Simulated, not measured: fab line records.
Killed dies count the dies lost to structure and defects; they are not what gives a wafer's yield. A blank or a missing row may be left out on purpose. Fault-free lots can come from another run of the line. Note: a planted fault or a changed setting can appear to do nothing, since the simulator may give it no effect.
Split-lot trial || flow n5 finfet || 7 lots, 21 wafers read, on a route of 1938 steps

THE SPLIT ITSELF
At N5_BEOL_M12_COAT_22 (resist thk 300 nm), the setting spin rpm was moved away from the recipe's 2888 rpm on 5 of the 21 wafers read, by +3.8% to +10.0%. All remaining wafers had this setting at the recipe value.

FROM THE SPLIT TO THE READING: what the file shows between them, 2 steps
- N5_BEOL_M12_EBR_24
- N5_BEOL_M12_SOFTBAKE_23: time 60 s

THE READING
coat_of_BEOL_M12_COAT_22.thk nm (the simulator's own value, which no gauge read), in nm, at N5_BEOL_M12_DESCUM_33 (chemistry O2, time 7.9 s). The file does not state a usual value for it. Here, 16 wafers ran the recipe; their average is 283.3 nm with a standard deviation of 0.66 nm.

{"wafer": "L076.1", "tool, chamber at the split": "litho track-05, 0", "spin rpm as run, rpm": 2888, "against the recipe": "recipe", "coat_of_BEOL_M12_COAT_22.thk nm, nm": 283.8, "against lot-mates on the recipe": "-"}
{"wafer": "L076.3", "tool, chamber at the split": "litho track-05, 0", "spin rpm as run, rpm": 3178, "against the recipe": "+10.0%", "coat_of_BEOL_M12_COAT_22.thk nm, nm": 269.6, "against lot-mates on the recipe": -14.2}
{"wafer": "L076.5", "tool, chamber at the split": "litho track-05, 0", "spin rpm as run, rpm": 3178, "against the recipe": "+10.0%", "coat_of_BEOL_M12_COAT_22.thk nm, nm": 269.4, "against lot-mates on the recipe": -14.4}
{"wafer": "L086.1", "tool, chamber at the split": "litho track-05, 0", "spin rpm as run, rpm": 2888, "against the recipe": "recipe", "coat_of_BEOL_M12_COAT_22.thk nm, nm": 283, "against lot-mates on the recipe": "-"}
{"wafer": "L086.2", "tool, chamber at the split": "litho track-05, 0", "spin rpm as run, rpm": 2888, "against the recipe": "recipe", "coat_of_BEOL_M12_COAT_22.thk nm, nm": 284, "against lot-mates on the recipe": "-"}
{"wafer": "L086.3", "tool, chamber at the split": "litho track-05, 0", "spin rpm as run, rpm": 2888, "against the recipe": "recipe", "coat_of_BEOL_M12_COAT_22.thk nm, nm": 283.8, "against lot-mates on the recipe": "-"}
{"wafer": "L085.3", "tool, chamber at the split": "litho track-02, 0", "spin rpm as run, rpm": 2888, "against the recipe": "recipe", "coat_of_BEOL_M12_COAT_22.thk nm, nm": 283, "against lot-mates on the recipe": "-"}
{"wafer": "L085.4", "tool, chamber at the split": "litho track-02, 0", "spin rpm as run, rpm": 2888, "against the recipe": "recipe", "coat_of_BEOL_M12_COAT_22.thk nm, nm": 283, "against lot-mates on the recipe": "-"}
{"wafer": "L085.6", "tool, chamber at the split": "litho track-02, 0", "spin rpm as run, rpm": 2888, "against the recipe": "recipe", "coat_of_BEOL_M12_COAT_22.thk nm, nm": 283.6, "against lot-mates on the recipe": "-"}
{"wafer": "L090.3", "tool, chamber at the split": "litho track-02, 0", "spin rpm as run, rpm": 3080, "against the recipe": "+6.6%", "coat_of_BEOL_M12_COAT_22.thk nm, nm": 275, "against lot-mates on the recipe": -9.8}
{"wafer": "L090.4", "tool, chamber at the split": "litho track-02, 0", "spin rpm as run, rpm": 3080, "against the recipe": "+6.6%", "coat_of_BEOL_M12_COAT_22.thk nm, nm": 274.8, "against lot-mates on the recipe": -10.0}
{"wafer": "L090.5", "tool, chamber at the split": "litho track-02, 0", "spin rpm as run, rpm": 2888, "against the recipe": "recipe", "coat_of_BEOL_M12_COAT_22.thk nm, nm": 284.8, "against lot-mates on the recipe": "-"}
{"wafer": "L092.2", "tool, chamber at the split": "litho track-05, 0", "spin rpm as run, rpm": 2888, "against the recipe": "recipe", "coat_of_BEOL_M12_COAT_22.thk nm, nm": 282.8, "against lot-mates on the recipe": "-"}
{"wafer": "L092.3", "tool, chamber at the split": "litho track-05, 0", "spin rpm as run, rpm": 2997, "against the recipe": "+3.8%", "coat_of_BEOL_M12_COAT_22.thk nm, nm": 277.2, "against lot-mates on the recipe": -5.9}
{"wafer": "L092.6", "tool, chamber at the split": "litho track-05, 0", "spin rpm as run, rpm": 2888, "against the recipe": "recipe", "coat_of_BEOL_M12_COAT_22.thk nm, nm": 283.4, "against lot-mates on the recipe": "-"}
{"wafer": "L095.4", "tool, chamber at the split": "litho track-02, 0", "spin rpm as run, rpm": 2888, "against the recipe": "recipe", "coat_of_BEOL_M12_COAT_22.thk nm, nm": 283, "against lot-mates on the recipe": "-"}
{"wafer": "L095.5", "tool, chamber at the split": "litho track-02, 0", "spin rpm as run, rpm": 2888, "against the recipe": "recipe", "coat_of_BEOL_M12_COAT_22.thk nm, nm": 283.6, "against lot-mates on the recipe": "-"}
{"wafer": "L095.6", "tool, chamber at the split": "litho track-02, 0", "spin rpm as run, rpm": 2888, "against the recipe": "recipe", "coat_of_BEOL_M12_COAT_22.thk nm, nm": 284, "against lot-mates on the recipe": "-"}
{"wafer": "L097.1", "tool, chamber at the split": "litho track-05, 0", "spin rpm as run, rpm": 2888, "against the recipe": "recipe", "coat_of_BEOL_M12_COAT_22.thk nm, nm": 282.6, "against lot-mates on the recipe": "-"}
{"wafer": "L097.4", "tool, chamber at the split": "litho track-05, 0", "spin rpm as run, rpm": 2888, "against the recipe": "recipe", "coat_of_BEOL_M12_COAT_22.thk nm, nm": 282.8, "against lot-mates on the recipe": "-"}
{"wafer": "L097.5", "tool, chamber at the split": "litho track-05, 0", "spin rpm as run, rpm": 2888, "against the recipe": "recipe", "coat_of_BEOL_M12_COAT_22.thk nm, nm": 282, "against lot-mates on the recipe": "-"}

FIT RESULTS
A straight line over all 21 wafers: coat_of_BEOL_M12_COAT_22.thk nm changes by -1.35 nm for each +1% of spin rpm; r = -0.99; the points scatter about the line by 0.68 nm.
The same after taking each lot's own level away (the mean of its wafers on the recipe; 21 wafers): -1.45 nm for each +1%; r = -1.00; scatter 0.35 nm.
The reading moves by 15 nm for the largest change in spin rpm, on that fit.
Measured against the standard deviation above, the lots' own levels, which go from 282.47 to 284.80 nm, span 3.5 times it.
Hence the lot-to-lot level has little effect on the slope; both slopes agree.
Check: -14.7 nm against its lot-mates is what the line predicts for one of the wafers moved furthest among these (+10.0%) when that wafer is left out of the fit. Against them it came out at -14.2 nm.

OTHER SPLITS ON THESE WAFERS
Other splits were also applied to these wafers ahead of the reading. Each is held against what the fit with the lots' levels taken away leaves over:
{"other split on the same wafers": "N5_BEOL_M11_COAT_22 spin rpm", "wafers away from the commonest value": 6, "r with coat_of_BEOL_M12_COAT_22.thk nm (lot level and that fit taken away)": -0.17}

THE WHOLE CHAIN: every reading that the file lists as answering this split, in the file's order
{"step": "N5_BEOL_M12_COAT_22", "what it does": "resist thk 300 nm", "reading": "coat_of_BEOL_M12_COAT_22.thk nm (the simulator's own value, which no gauge read)", "change (the file's fit)": "-1.46 nm for each +1% of the setting", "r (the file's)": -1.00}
{"step": "N5_BEOL_M12_DESCUM_33", "what it does": "chemistry O2, time 7.9 s", "reading": "coat_of_BEOL_M12_COAT_22.thk nm (the simulator's own value, which no gauge read)", "change (the file's fit)": "-1.45 nm for each +1% of the setting", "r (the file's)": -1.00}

FILE'S OWN FIT
coat_of_BEOL_M12_COAT_22.thk nm changes by -1.45 nm for each +1% of spin rpm, r = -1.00.
